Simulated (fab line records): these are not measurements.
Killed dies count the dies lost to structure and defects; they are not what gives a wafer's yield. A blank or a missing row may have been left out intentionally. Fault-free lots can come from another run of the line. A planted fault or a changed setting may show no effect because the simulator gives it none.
The tool behind it: which one? + flow n5-finfet + 12 lots with 34 wafers sampled at 4 steps, on a route of 1938 steps

== WHAT THE GAUGES READ, wafer by wafer ==
The record lacks any reading of a measuring or inspecting step that a usual standard deviation could be used to judge.

== TOOL THAT RAN EACH LOT (tool first, then ch and the chambers of the sampled wafers, then the start) ==
| lot  | N5_BEOL_M5_ANNEAL_82         | N5_BEOL_M5_SPUTTER_83        | N5_BEOL_M5_SPUTTER_88        | N5_BEOL_M5_CMP_52             |
|------|------------------------------|------------------------------|------------------------------|-------------------------------|
| L164 | pvd-sputter-03, day 8 14:07  | pvd-sputter-03, day 8 15:08  | pvd-sputter-03, day 8 16:13  | cmp-02 ch 1,3, day 8 17:48    |
| L167 | pvd-sputter-03, day 9 02:29  | pvd-sputter-03, day 9 03:29  | pvd-sputter-03, day 9 04:34  | cmp-02 ch 1,3, day 9 06:10    |
| L169 | pvd-sputter-01, day 9 10:05  | pvd-sputter-01, day 9 11:05  | pvd-sputter-01, day 9 12:10  | cmp-04 ch 2,3, day 9 13:46    |
| L172 | pvd-sputter-01, day 10 04:51 | pvd-sputter-01, day 10 05:52 | pvd-sputter-01, day 10 06:57 | cmp-03 ch 0,2,3, day 10 08:35 |
| L173 | pvd-sputter-01, day 10 09:35 | pvd-sputter-01, day 10 10:35 | pvd-sputter-01, day 10 11:40 | cmp-04 ch 0,2,3, day 10 13:23 |
| L174 | pvd-sputter-01, day 10 19:40 | pvd-sputter-01, day 10 20:41 | pvd-sputter-01, day 10 21:46 | cmp-03 ch 0,1,3, day 10 23:26 |
| L179 | pvd-sputter-03, day 11 23:13 | pvd-sputter-03, day 12 00:13 | pvd-sputter-03, day 12 01:18 | cmp-03 ch 0,2,3, day 12 02:56 |
| L181 | pvd-sputter-01, day 12 09:45 | pvd-sputter-01, day 12 10:46 | pvd-sputter-01, day 12 11:50 | cmp-04 ch 1,3, day 12 13:28   |
| L183 | pvd-sputter-01, day 12 20:49 | pvd-sputter-01, day 12 21:49 | pvd-sputter-01, day 12 22:55 | cmp-02 ch 0,1, day 13 00:30   |
| L184 | pvd-sputter-02, day 13 13:17 | pvd-sputter-02, day 13 14:17 | pvd-sputter-02, day 13 15:22 | cmp-02 ch 0,2,3, day 13 17:02 |
| L186 | pvd-sputter-01, day 13 14:28 | pvd-sputter-01, day 13 15:29 | pvd-sputter-01, day 13 16:34 | cmp-03 ch 1, day 13 18:11     |
| L185 | pvd-sputter-03, day 13 15:40 | pvd-sputter-03, day 13 16:40 | pvd-sputter-03, day 13 17:45 | cmp-02 ch 1,2,3, day 13 19:24 |
- N5_BEOL_M5_ANNEAL_82: time 1800 s.
- N5_BEOL_M5_SPUTTER_83: material Cu, target thk 15 nm, time 27.62 s.
- N5_BEOL_M5_SPUTTER_88: material Cu, target thk 15 nm, time 27.62 s.
- N5_BEOL_M5_CMP_52: polishes, stops on SiCOH lowk, t overpolish 6.9 s, target thk 62 nm.

== WHAT THE TOOLS THEMSELVES READ (means of the sampled wafers that have a number; where no wafer has one, the mark that the record gives instead) ==
N5_BEOL_M5_ANNEAL_82. Usual: heater-power-w 868 W, standard deviation 77; susceptor-temp-C 400.00 C, standard deviation 0.22.
| lot  | tool           | heater-power-w (W) | susceptor-temp-C (C) | flag |
|------|----------------|--------------------|----------------------|------|
| L164 | pvd-sputter-03 | 847                | 399.82               |      |
| L167 | pvd-sputter-03 | 828                | 399.89               |      |
| L169 | pvd-sputter-01 | 884                | 400.03               |      |
| L172 | pvd-sputter-01 | -                  | -                    | OFF  |
| L173 | pvd-sputter-01 | -                  | -                    | OFF  |
| L174 | pvd-sputter-01 | -                  | -                    | OFF  |
| L179 | pvd-sputter-03 | 887                | 399.85               |      |
| L181 | pvd-sputter-01 | 794                | 400.04               |      |
| L183 | pvd-sputter-01 | 880                | 399.88               |      |
| L184 | pvd-sputter-02 | 905                | 399.89               |      |
| L186 | pvd-sputter-01 | 882                | 399.65               |      |
| L185 | pvd-sputter-03 | 893                | 400.11               |      |

N5_BEOL_M5_SPUTTER_83. Usual: throttle-valve-pct at 30.1 %, with a standard deviation of 1.4.
| lot  | tool           | throttle-valve-pct (%) | flag |
|------|----------------|------------------------|------|
| L164 | pvd-sputter-03 | 30.1                   |      |
| L167 | pvd-sputter-03 | 29.8                   |      |
| L169 | pvd-sputter-01 | 29.7                   |      |
| L172 | pvd-sputter-01 | 28.8                   |      |
| L173 | pvd-sputter-01 | 30.3                   |      |
| L174 | pvd-sputter-01 | 29.1                   |      |
| L179 | pvd-sputter-03 | 31.7                   |      |
| L181 | pvd-sputter-01 | 29.6                   |      |
| L183 | pvd-sputter-01 | 29.2                   |      |
| L184 | pvd-sputter-02 | 31.7                   |      |
| L186 | pvd-sputter-01 | 29.2                   |      |
| L185 | pvd-sputter-03 | 31.1                   |      |

N5_BEOL_M5_SPUTTER_88. Usual: throttle-valve-pct at 30.1 %, with a standard deviation of 1.4.
| lot  | tool           | throttle-valve-pct (%) | flag |
|------|----------------|------------------------|------|
| L164 | pvd-sputter-03 | 30.1                   |      |
| L167 | pvd-sputter-03 | 29.9                   |      |
| L169 | pvd-sputter-01 | 29.7                   |      |
| L172 | pvd-sputter-01 | 28.9                   |      |
| L173 | pvd-sputter-01 | 30.1                   |      |
| L174 | pvd-sputter-01 | 29.0                   |      |
| L179 | pvd-sputter-03 | 31.8                   |      |
| L181 | pvd-sputter-01 | 29.7                   |      |
| L183 | pvd-sputter-01 | 29.0                   |      |
| L184 | pvd-sputter-02 | 31.7                   |      |
| L186 | pvd-sputter-01 | 29.4                   |      |
| L185 | pvd-sputter-03 | 31.0                   |      |

N5_BEOL_M5_CMP_52. Usual: barrier-field-endpoint-s 24.8 s, standard deviation 0.63; motor-current-A 6.0 A, standard deviation 0.54; overpolish-run-s 6.900 s, standard deviation 0.0087; pad-life-wafers 785, standard deviation 540; time-to-endpoint-s 63 s, standard deviation 3.5.
| lot  | tool   | barrier-field-endpoint-s (s) | motor-current-A (A) | overpolish-run-s (s) | pad-life-wafers | time-to-endpoint-s (s) | flag |
|------|--------|------------------------------|---------------------|----------------------|-----------------|------------------------|------|
| L164 | cmp-02 | 24.7                         | 6.5                 | 6.892                | 37              | 63                     |      |
| L167 | cmp-02 | 24.7                         | 6.6                 | 6.898                | 145             | 65                     |      |
| L169 | cmp-04 | 24.5                         | 5.9                 | 6.890                | 1212            | 65                     |      |
| L172 | cmp-03 | 24.7                         | 6.2                 | 6.905                | 338             | 62                     |      |
| L173 | cmp-04 | 25.6                         | 5.5                 | 6.898                | 1388            | 67                     |      |
| L174 | cmp-03 | 24.7                         | 6.3                 | 6.897                | 452             | 64                     |      |
| L179 | cmp-03 | 24.8                         | 6.2                 | 6.894                | 698             | 61                     |      |
| L181 | cmp-04 | 25.8                         | 5.9                 | 6.898                | 1754            | 71                     |      |
| L183 | cmp-02 | 25.2                         | 6.2                 | 6.898                | 888             | 62                     |      |
| L184 | cmp-02 | 24.3                         | 5.6                 | 6.895                | 1070            | 59                     |      |
| L186 | cmp-03 | 24.5                         | 6.4                 | 6.894                | 1027            | 58                     |      |
| L185 | cmp-02 | 24.2                         | 6.1                 | 6.905                | 1082            | 62                     |      |

== THE ANSWER, worked out from the rows above alone ==
Rule: a lot counts as off when the mean over its wafers that have a number is more than 3 standard deviations away from the usual mean. A lot without any number at a reading at which 4 lots or more have one is off too. Any other lot the step has rows for is counted as sound. After the gauges, taken in route order, come the tools' own readings; for these a lot's mean is taken, as printed above. At the first step where some lot is off, the reading lying furthest off is the one used; lots without a number count as furthest.
Off, at N5_BEOL_M5_ANNEAL_82 on heater-power-w: L172, L173, L174. Without a number there: L172, L173, L174.
If a tool, at that step or one of the process steps before it, ran each lot that is off and ran no sound lot following the first of them, it fits. Of those tried, none fits.

== WHAT HAD BEEN PUT IN BY THE SIMULATOR ==
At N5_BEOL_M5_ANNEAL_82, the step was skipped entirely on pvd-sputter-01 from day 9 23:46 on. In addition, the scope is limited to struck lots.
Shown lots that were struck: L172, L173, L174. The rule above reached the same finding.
